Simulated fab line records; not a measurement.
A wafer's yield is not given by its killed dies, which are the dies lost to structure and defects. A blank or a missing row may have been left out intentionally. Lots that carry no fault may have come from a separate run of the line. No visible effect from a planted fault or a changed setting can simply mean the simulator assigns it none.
Chamber matching :: flow n5 finfet :: rie diel-04 running N5_SDB_ETCH_17: 4 sister chambers
The step etches SiARC in CF4, target depth 23.4 nm, time 39 s. 4 wafers are shown with their chamber, then 7 later ones without.

## WAFERS PAIRED WITH THEIR CHAMBERS
wafer: L082.5
chamber: 0
throttle valve pct (%): 15.61

wafer: L085.2
chamber: 3
throttle valve pct (%): 15.46

wafer: L087.2
chamber: 2
throttle valve pct (%): 15.19

wafer: L087.3
chamber: 1
throttle valve pct (%): 15.51

## WAFERS WITHOUT THEIR CHAMBER
wafer: L087.5
throttle valve pct (%): 15.46

wafer: L093.1
throttle valve pct (%): 15.21

wafer: L093.5
throttle valve pct (%): 15.20

wafer: L093.6
throttle valve pct (%): 15.48

wafer: L095.2
throttle valve pct (%): 15.24

wafer: L095.3
throttle valve pct (%): 15.56

wafer: L095.5
throttle valve pct (%): 15.47

## WHICH CHAMBER EACH WENT THROUGH
wafer: L087.5
from the rows above: can't be placed: 3 or 1
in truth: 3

wafer: L093.1
from the rows above: 2
in truth: 2

wafer: L093.5
from the rows above: 2
in truth: 2

wafer: L093.6
from the rows above: can't be placed: 3 or 1
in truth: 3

wafer: L095.2
from the rows above: 2
in truth: 2

wafer: L095.3
from the rows above: can't be placed: 0 or 1 or 3
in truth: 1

wafer: L095.5
from the rows above: can't be placed: 3 or 1
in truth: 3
Correctly placed: 3 of 7. Unplaceable from these rows: 4, with the true chamber sitting among the candidates in 4. Placed wrongly: 0.
How it was worked out, from the rows above alone: a wafer's distance from a chamber is the root of the sum, over the readings, of the square of ((its reading less the chamber's mean) divided by the reading's scatter). The wafer belongs to the nearest chamber; if the next one is less than 2 further off, it can't be placed. A chamber's mean is the mean of its shown wafers. The scatter: with one shown wafer a chamber, the root of the mean of the squares of how far each hidden wafer lies from its nearest shown one.
